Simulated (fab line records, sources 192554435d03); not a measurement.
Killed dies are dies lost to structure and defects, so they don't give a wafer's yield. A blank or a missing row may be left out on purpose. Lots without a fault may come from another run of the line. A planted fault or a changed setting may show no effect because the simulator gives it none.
fab line records | flow n5_finfet
record lots=6 wafers=18 last_day=17
route steps=1938 shown BEOL_M8@1379 PASSIVATION@1936
lots that met no fault: from a run of the same line without faults
start_h: hours from the record's first day to the start of the lot's first wafer shown | wait_h: hours since the lot's step before | " the same as in the row above | L1.1+2: a row that stands for several wafers | - no value, or no start given | * or withheld: withheld | < > ~ a bound
route shown NAME@n: a module of which the file shows steps, and the number in the route of the first | usual: mean/standard deviation of fault-free wafers | same: alike in all rows | chamber/n: place in a boat | sites: the reading at each site | _std_site: their standard deviation | _edge_site: outer sites' mean less inner sites' | radius_mm: how far each site lies from the wafer's centre | mask NAME#n: copy n | behind: the tool/chamber that last shaped the wafer | hold: why the lot was held/for how many hours/how that ended | device: the transistor (n, p or np) that didn't switch | end of line: the same wafers' tests at the end of the route | a step without rows: its recipe alone | killed: dies lost to structure and defects at the first sort, not the wafer's yield | map: a wafer's dies, x killed, . not, _ none there
set.NAME: the setting as run; set.NAME@STEP: as run at that earlier step | model.NAME: the simulator's own value behind a step, which no gauge read
lots at some steps of the route; a table a step, a row a wafer
services: from which hour (start_h, from the record's first day; less than 0 if before it) a tool's chamber was out of use, for how many hours, and why
## steps
# step N5_BEOL_M8_STRIP_80
# recipe chemistry=N2/H2 time_s=10 power_w=450 temp_c=40 pressure_mtorr=20 rf_frequency_hz=6e+07 bias_power_w=7 n2_flow_sccm=200 h2_flow_sccm=200
# step N5_BEOL_M8_OCD_MEAS_38
# usual trench_depth_nm=93.7/1.6
# columns lot.wafer tool chamber start_h wait_h trench_depth_nm
L601.2 ocd-02 - 203.19 - 97.7
L601.4 " - " " 92.8
L601.5 " - " " 93.5
L608.3 ocd-01 - 238.28 - 93.5
L608.4 " - " " 97.5
L608.6 " - " " 96.0
L612.3 ocd-01 - 277.20 - 93.6
L612.5 " - " " 94.7
L612.6 " - " " 92.7
L613.2 ocd-01 - 281.54 - 96.6
L613.3 " - " " 96.6
L613.4 " - " " 97.0
L623.3 ocd-01 - 340.09 - 93.9
L623.4 " - " " 95.5
L623.6 " - " " 94.5
L622.3 ocd-01 - 340.50 - 92.3
L622.4 " - " " 97.2
L622.6 " - " " 97.9
# step N5_BEOL_M8_HM_STRIP_39
# recipe chemistry=peroxide_tin_strip material=TiN target_depth_a=250 temp_c=50 time_s=158
# step N5_BEOL_M8_SRD_40
# recipe time_s=30 temp_c=23 rinse_liquid=diw dry=ipa_marangoni
# step N5_BEOL_M8_PRECLEAN_42
# recipe chemistry=residue_remover time_s=60 temp_c=40
# step N5_BEOL_M8_SRD_43
# recipe time_s=30 temp_c=23 rinse_liquid=diw dry=ipa_marangoni
# step N5_BEOL_M8_CD_MEAS_35
# recipe target_cd_nm=40 polarity=opening
# usual cd_nm=40.1/0.57
# columns lot.wafer tool chamber start_h wait_h cd_nm
L601.2 cd_sem-01 - 203.35 0.0 38.7
L601.4 " - " " 40.0
L601.5 " - " " 40.0
L608.3 cd_sem-01 - 238.43 0.0 40.6
L608.4 " - " " 39.5
L608.6 " - " " 40.2
L612.3 cd_sem-02 - 277.35 0.0 39.6
L612.5 " - " " 39.8
L612.6 " - " " 39.5
L613.2 cd_sem-01 - 281.70 0.0 39.6
L613.3 " - " " 40.5
L613.4 " - " " 40.1
L623.3 cd_sem-03 - 340.25 0.0 39.1
L623.4 " - " " 40.1
L623.6 " - " " 39.6
L622.3 cd_sem-01 - 340.65 0.0 39.1
L622.4 " - " " 40.4
L622.6 " - " " 40.3
# step N5_BEOL_M8_CURE_75
# recipe temp_c=370 time_s=120 ambient=DMADMS/He material=SiCOH_lowk
# usual lamp_power_pct=52.31/0.057 wafer_temp_C_max=372.0/0.57
# columns lot.wafer tool chamber start_h wait_h lamp_power_pct wafer_temp_C_max
L601.2 uv_cure-03 2 203.53 0.2 52.31 371.6
L601.4 " 2 " " 52.21 372.2
L601.5 " 2 " " 52.24 371.7
L608.3 uv_cure-03 2 238.57 0.1 52.29 371.7
L608.4 " 2 " " 52.41 371.3
L608.6 " 2 " " 52.40 371.4
L612.3 uv_cure-03 1 277.59 0.2 52.38 371.4
L612.5 " 1 " " 52.31 372.5
L612.6 " 1 " " 52.43 372.1
L613.2 uv_cure-02 0 281.79 0.1 52.34 371.8
L613.3 " 0 " " 52.22 372.0
L613.4 " 0 " " 52.27 371.8
L623.3 uv_cure-01 2 340.39 0.1 52.33 371.8
L623.4 " 2 " " 52.27 371.9
L623.6 " 2 " " 52.34 371.7
L622.3 uv_cure-03 0 340.79 0.1 52.17 371.4
L622.4 " 0 " " 52.32 370.9
L622.6 " 0 " " 52.29 371.6
# step N5_BEOL_M8_DEGAS_44
# recipe ambient=vacuum temp_c=250 time_s=60
# usual heater_power_w=360/50 susceptor_temp_C=249.99/0.18
# columns lot.wafer tool chamber start_h wait_h heater_power_w susceptor_temp_C
L601.2 pvd_sputter-01 - 203.99 0.4 338 249.69
L601.4 " - " " 357 250.16
L601.5 " - " " 361 250.04
L608.3 pvd_sputter-03 - 238.81 0.2 276 249.76
L608.4 " - " " 318 250.48
L608.6 " - " " 394 249.93
L612.3 pvd_sputter-01 - 278.04 0.4 411 250.06
L612.5 " - " " 338 249.86
L612.6 " - " " 366 250.19
L613.2 pvd_sputter-02 - 282.19 0.3 372 249.74
L613.3 " - " " 459 250.26
L613.4 " - " " 307 249.82
L623.3 pvd_sputter-02 - 340.85 0.4 305 249.74
L623.4 " - " " 442 249.70
L623.6 " - " " 365 249.68
L622.3 pvd_sputter-01 - 341.41 0.6 362 250.07
L622.4 " - " " 417 249.99
L622.6 " - " " 426 250.01
# step N5_BEOL_M8_PRE_CLEAN_45
# recipe gas=H2/He time_s=30 temp_c=250
# usual heater_power_w=361/51 susceptor_temp_C=250.01/0.18
# columns lot.wafer tool chamber start_h wait_h heater_power_w susceptor_temp_C
L601.2 pvd_sputter-01 - 204.03 0.0 338 250.19
L601.4 " - " " 360 249.93
L601.5 " - " " 362 249.96
L608.3 pvd_sputter-03 - 238.85 0.0 274 250.03
L608.4 " - " " 316 249.97
L608.6 " - " " 382 250.18
L612.3 pvd_sputter-01 - 278.08 0.0 413 250.16
L612.5 " - " " 341 249.56
L612.6 " - " " 351 250.06
L613.2 pvd_sputter-02 - 282.23 0.0 367 250.15
L613.3 " - " " 461 250.23
L613.4 " - " " 300 249.81
L623.3 pvd_sputter-02 - 340.89 0.0 306 250.04
L623.4 " - " " 457 249.90
L623.6 " - " " 360 249.75
L622.3 pvd_sputter-01 - 341.45 0.0 366 250.19
L622.4 " - " " 401 249.82
L622.6 " - " " 422 250.08
# step N5_BEOL_M8_ALD_77
# recipe material=TaN target_thk_a=20 temp_c=275 ald_precursor_family=PDMAT ald_co_reactant=NH3 pressure_torr=3 carrier_flow_sccm=1500 pulse_time_s=2 purge_time_s=3 co_reactant_purge_time_s=2 co_reactant_pulse_time_s=3 ald_cycles=40 precursor_vessel_temp_c=75 precursor_vessel_pressure_torr=26.25 precursor_vessel_carrier_sccm=1000
# usual heater_power_w=412/35 mfc_carrier_sccm=1500/4.3 susceptor_temp_C=275.01/0.19
# columns lot.wafer tool chamber start_h wait_h heater_power_w mfc_carrier_sccm susceptor_temp_C
L601.2 ald_metal-03 0 204.16 0.1 452 1501 274.76
L601.4 " 3 " " 415 1489 274.89
L601.5 " 3 " " 412 1493 274.91
L608.3 ald_metal-01 1 238.91 0.0 439 1500 275.11
L608.4 " 0 " " 456 1503 275.19
L608.6 " 1 " " 432 1496 275.00
L612.3 ald_metal-04 3 278.14 0.0 397 1502 274.86
L612.5 " 0 " " 404 1504 275.25
L612.6 " 3 " " 382 1504 274.80
L613.2 ald_metal-01 0 282.33 0.1 451 1502 275.00
L613.3 " 2 " " 358 1501 275.16
L613.4 " 3 " " 352 1512 274.94
L623.3 ald_metal-04 3 340.97 0.1 394 1491 274.63
L623.4 " 2 " " 376 1495 274.94
L623.6 " 1 " " 409 1502 275.11
L622.3 ald_metal-04 1 341.51 0.0 411 1500 275.37
L622.4 " 0 " " 391 1502 275.24
L622.6 " 1 " " 424 1494 274.71
# step N5_BEOL_M8_SURFACE_TREAT_79
# recipe gas=Ar time_s=* ion_energy_ev=* ion_current_ma_cm2=0.5 pressure_mtorr=* ar_flow_sccm=30
# usual throttle_valve_pct=*
# columns lot.wafer tool chamber start_h wait_h throttle_valve_pct
L601.2 pvd_sputter-02 - 204.84 0.5 *
L601.4 " - " " *
L601.5 " - " " *
L608.3 pvd_sputter-03 - 239.20 0.2 *
L608.4 " - " " *
L608.6 " - " " *
L612.3 pvd_sputter-01 - 278.60 0.3 *
L612.5 " - " " *
L612.6 " - " " *
L613.2 pvd_sputter-01 - 282.70 0.2 *
L613.3 " - " " *
L613.4 " - " " *
L623.3 pvd_sputter-01 - 341.33 0.2 *
L623.4 " - " " *
L623.6 " - " " *
L622.3 pvd_sputter-01 - 341.99 0.3 *
L622.4 " - " " *
L622.6 " - " " *
# step N5_BEOL_M8_CVD_78
# recipe material=Co target_thk_a=20 temp_c=withheld precursor=CCTBA/H2 pressure_torr=30 time_s=142.3
# usual run_length_s=165.1/0.37
# columns lot.wafer tool chamber start_h wait_h run_length_s
L601.2 cvd_co-01 0 205.08 0.2 164.4
L601.4 " 2 " " 164.8
L601.5 " 0 " " 164.6
L608.3 cvd_co-02 0 239.26 0.0 165.2
L608.4 " 1 " " 165.2
L608.6 " 0 " " 164.8
L612.3 cvd_co-02 2 278.68 0.1 98.4
L612.5 " 0 " " 98.0
L612.6 " 1 " " 99.0
L613.2 cvd_co-02 1 282.86 0.1 165.6
L613.3 " 0 " " 98.5
L613.4 " 2 " " 165.2
L623.3 cvd_co-02 2 341.39 0.0 165.1
L623.4 " 2 " " 165.1
L623.6 " 1 " " 166.0
L622.3 cvd_co-02 2 342.05 0.0 165.1
L622.4 " 1 " " 165.6
L622.6 " 0 " " 164.6
# step N5_BEOL_M8_SPUTTER_48
# recipe material=Cu target_thk_a=100 temp_c=-20 bias_v=60 power_w=26000 chamber_pressure_pa=0.13 time_s=1.667
# step N5_PASSIVATION_PROBE_49
# usual defect_limited_yield=91.3/1.5 killed_at_M0_to_M3=34/11 killed_at_M4_up=14/6.1 killed_at_contacts=12/5.9 killed_at_front_end=39/11 killed_at_other=4/3.3 killed_dies=102/18 killed_open=67/13 killed_short=33/7.9 sort_bin_5_function=5.1/1 sort_bin_6_memory=3.3/0.7 sort_n_pass=1077/19 sort_yield_pct=91.3/1.6
# same gross_dies=1180 killed_at_back_side=0 sort_bin_4_leakage[%]=0 sort_bin_8_speed[%]=0
# columns lot.wafer tool chamber start_h wait_h defect_limited_yield[%] killed_at_M0_to_M3 killed_at_M4_up killed_at_contacts killed_at_front_end killed_at_other killed_dies killed_open killed_short sort_bin_5_function[%] sort_bin_6_memory[%] sort_n_pass sort_yield_pct[%]
L601.2 prober-01 - 264.87 0.1 91.2 49 6 3 43 3 104 62 41 5.2 3.4 1076 91.2
L601.4 prober-01 - 264.97 0.2 91.4 44 11 8 27 12 102 64 35 5.1 3.4 1078 91.4
L601.5 prober-01 - 265.02 0.2 90.3 43 7 14 46 5 115 78 36 6.0 3.5 1065 90.3
L608.3 prober-01 - 306.65 0.1 92.1 18 6 17 43 9 93 56 35 4.3 3.3 1087 92.1
L608.4 prober-01 - 306.70 0.2 90.5 31 14 17 46 4 112 68 44 5.8 3.3 1068 90.5
L608.6 prober-01 - 306.80 0.3 93.0 18 6 7 45 7 83 62 21 4.1 2.7 1097 93.0
L622.3 prober-01 - 405.57 0.1 89.5 48 13 19 43 1 124 90 34 5.8 4.4 1056 89.5
L622.4 prober-01 - 405.62 0.2 92.2 37 10 6 34 5 92 58 32 4.7 2.7 1088 92.2
L622.6 prober-01 - 405.72 0.3 87.7 42 34 28 35 6 145 96 48 8.1 4.1 1035 87.7
# killed by level:class
L601.2 DUMMY_GATE:geometric_particle:open=11 BEOL_M2:geometric_particle:open=10 BEOL_M0_SAQP:geometric_particle:short=9 DUMMY_GATE:geometric_particle:short=7 BEOL_M1:geometric_particle:open=6 BEOL_M0_SAQP:geometric_particle:open=6 BEOL_M2:geometric_particle:short=6 BEOL_M3:geometric_particle:open=5
L601.4 BEOL_M0_SAQP:geometric_particle:open=10 BEOL_M2:geometric_particle:open=9 GATE_CUT:geometric_particle:open=7 BEOL_M0_SAQP:geometric_particle:short=7 BEOL_M1:geometric_particle:short=7 MOL_CONTACT_COAG:geometric_particle:open=5 BEOL_M4:geometric_particle:open=5 FIN_SAQP:geometric_particle:short=4
L601.5 STI_FIN_REVEAL:geometric_particle:open=17 MOL_CONTACT_COAG:geometric_particle:open=13 DUMMY_GATE:geometric_particle:open=9 BEOL_M0_SAQP:geometric_particle:open=9 BEOL_M0_SAQP:geometric_particle:short=8 BEOL_M1:geometric_particle:short=7 BEOL_M2:geometric_particle:open=7 BEOL_M2:geometric_particle:short=6
L608.3 MOL_CONTACT_COAG:geometric_particle:open=13 STI_FIN_REVEAL:geometric_particle:open=10 GATE_CUT:geometric_particle:short=9 FIN_SAQP:geometric_particle:open=7 BEOL_M3:geometric_particle:open=6 STI_FIN_REVEAL:geometric_particle:short=5 BEOL_M0_SAQP:geometric_particle:open=4 DUMMY_GATE:geometric_particle:open=4
L608.4 MOL_CONTACT_COAG:geometric_particle:open=14 GATE_CUT:geometric_particle:short=12 BEOL_M3:geometric_particle:open=10 BEOL_M0_SAQP:geometric_particle:short=8 DUMMY_GATE:geometric_particle:open=7 BEOL_M0_SAQP:geometric_particle:open=7 FIN_SAQP:geometric_particle:open=6 BEOL_M4:geometric_particle:open=5
L608.6 FIN_SAQP:geometric_particle:open=14 STI_FIN_REVEAL:geometric_particle:open=12 MOL_CONTACT_COAG:geometric_particle:open=7 BEOL_M0_SAQP:geometric_particle:short=6 DUMMY_GATE:geometric_particle:open=4 GATE_CUT:geometric_particle:short=4 BEOL_M0_SAQP:geometric_particle:open=4 BEOL_M2:geometric_particle:open=4
L622.3 MOL_CONTACT_COAG:geometric_particle:open=16 BEOL_M0_SAQP:geometric_particle:short=10 STI_FIN_REVEAL:geometric_particle:open=10 BEOL_M0_SAQP:geometric_particle:open=10 FIN_SAQP:geometric_particle:open=9 BEOL_M1:geometric_particle:open=8 BEOL_M2:geometric_particle:open=7 GATE_CUT:geometric_particle:short=6
L622.4 BEOL_M2:geometric_particle:open=7 BEOL_M0_SAQP:geometric_particle:open=7 BEOL_M1:geometric_particle:open=7 FIN_SAQP:geometric_particle:open=6 BEOL_M3:geometric_particle:open=5 STI_FIN_REVEAL:geometric_particle:open=5 GATE_CUT:geometric_particle:short=5 BEOL_M0_SAQP:geometric_particle:short=5
L622.6 MOL_CONTACT_COAG:geometric_particle:open=23 BEOL_M4:geometric_particle:open=18 BEOL_M3:geometric_particle:open=11 BEOL_M0_SAQP:geometric_particle:short=9 BEOL_M2:geometric_particle:open=7 STI_FIN_REVEAL:geometric_particle:open=6 FIN_SAQP:geometric_particle:short=5 DUMMY_GATE:geometric_particle:open=5
## services
# columns tool chamber start_h hours kind
uv_cure-03 - 209.53 7.5 pm
ald_metal-04 1 211.16 6.9 repair
uv_cure-02 - 211.26 0.3 repair
cvd_co-01 - 212.47 5.0 repair
ald_metal-03 3 219.06 25.0 repair
uv_cure-03 - 233.15 0.6 repair
uv_cure-01 - 236.00 1.0 pm
uv_cure-01 - 249.12 2.1 pm
uv_cure-03 - 267.64 2.1 pm
ald_metal-03 3 274.16 3.4 repair
pvd_sputter-01 - 290.79 0.8 repair
pvd_sputter-01 - 294.87 7.9 repair
ald_metal-01 - 294.99 2.7 repair
pvd_sputter-02 - 330.33 4.9 repair
uv_cure-02 - 332.71 1.0 pm
cvd_co-01 1 333.33 - clean
cvd_co-01 1 333.33 22.0 scheduled_down
cvd_co-01 1 333.33 22.0 vent_cycle
ald_metal-03 - 337.46 14.0 pm
ald_metal-03 0 337.46 14.0 vent_cycle
ald_metal-03 1 337.46 14.0 vent_cycle
ald_metal-03 2 337.46 14.0 vent_cycle
ald_metal-03 3 337.46 14.0 vent_cycle
## key
first_sign step=N5_BEOL_M8_CVD_78 reading=run_length_s direction=down sigmas=99+ usual=* struck=*
effect none on later readings
met_at N5_BEOL_M8_CVD_78
struck_wafers L612.3,L612.5,L612.6,L613.3
onset_between 239.26 278.68
fault kind=process_parameter_drift tool=cvd_co-02 chamber=- onset_h=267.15 steps=N5_BEOL_M8_CVD_78 channel=time_s offset=* shape=step end_h=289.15 scope=struck_wafers_only acts_in=* stated=*
